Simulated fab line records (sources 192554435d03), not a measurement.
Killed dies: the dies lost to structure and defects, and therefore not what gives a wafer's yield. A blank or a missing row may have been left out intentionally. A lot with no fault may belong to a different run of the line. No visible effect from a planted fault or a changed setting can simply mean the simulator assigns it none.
A single fault, viewed from 2 desks -- flow n5_finfet -- every desk sees just its own numbers, and what lay behind them comes last

## FOR THE TOOL OWNER'S DESK: cvd_co-01
The tool's own readings at N5_BEOL_M8_CVD_78 (deposits Co from CCTBA/H2, target thk 2 nm, time 142.3 s): means of the sampled wafers that have a number, for each lot that ran on this tool. A lot is out of limits, marked OUT, if its mean lies more than 4 standard deviations from the usual mean; the brackets give that distance.
Columns: A = run_length_s at N5_BEOL_M8_CVD_78, usual 165.2 s
lot,first seen here,A
L335,day 11 09:13,164.7
L332,day 11 10:18,164.9
L334,day 11 20:22,165.2
L337,day 12 15:20,164.9
L339,day 13 05:43,165.1
L341,day 14 06:49,164.9
L340,day 14 07:39,165.1
L350,day 15 14:26,137.3 (-65) OUT
L347,day 15 15:10,137.1 (-65) OUT
This desk's finding: out of limits on L347, L350; first on L350, day 15 14:26 (run_length_s at N5_BEOL_M8_CVD_78). L335, L332, L334, L337, L339, L341, L340 stayed within limits.

## THE METROLOGY DESK
Means of the sampled wafers that have a number, per lot and without regard to the tool the lot ran on: this is what the gauges read. A lot is out of limits, marked OUT, if its mean lies more than 4 standard deviations from the usual mean; the brackets give that distance.
Columns: A = trench_depth_nm at N5_BEOL_M8_OCD_MEAS_38, usual 94.1 nm
lot,first seen here,A
L330,day 10 10:35,95.7
L331,day 10 23:31,94.3
L335,day 11 06:02,93.6
L332,day 11 06:26,94.1
L333,day 11 06:26,95.0
L334,day 11 18:52,93.7
L336,day 12 11:49,95.2
L337,day 12 14:18,92.5
L338,day 13 00:16,96.1
L339,day 13 00:40,94.7
L341,day 14 05:27,94.4
L340,day 14 06:14,94.8
L350,day 15 12:13,93.5
L347,day 15 13:46,97.1
This desk's verdict: no lot among the 14 shows anything out of limits.

## BROUGHT TOGETHER
An alarm could have come from the tool owner's desk at day 15 14:26, on L347, L350.
The metrology desk saw nothing out of limits.
The metrology desk holds a record of L347, L350, inside its limits.
On cvd_co-01, each named lot ran N5_BEOL_M8_CVD_78.

## WHAT THE SIMULATOR PUT IN
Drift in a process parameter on cvd_co-01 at N5_BEOL_M8_CVD_78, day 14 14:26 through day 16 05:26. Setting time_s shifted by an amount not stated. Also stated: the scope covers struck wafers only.
Lots struck among those shown: L347, L350.
Time in hours from fault onset to the first out-of-limits reading at each desk: the tool owner's desk, 24.
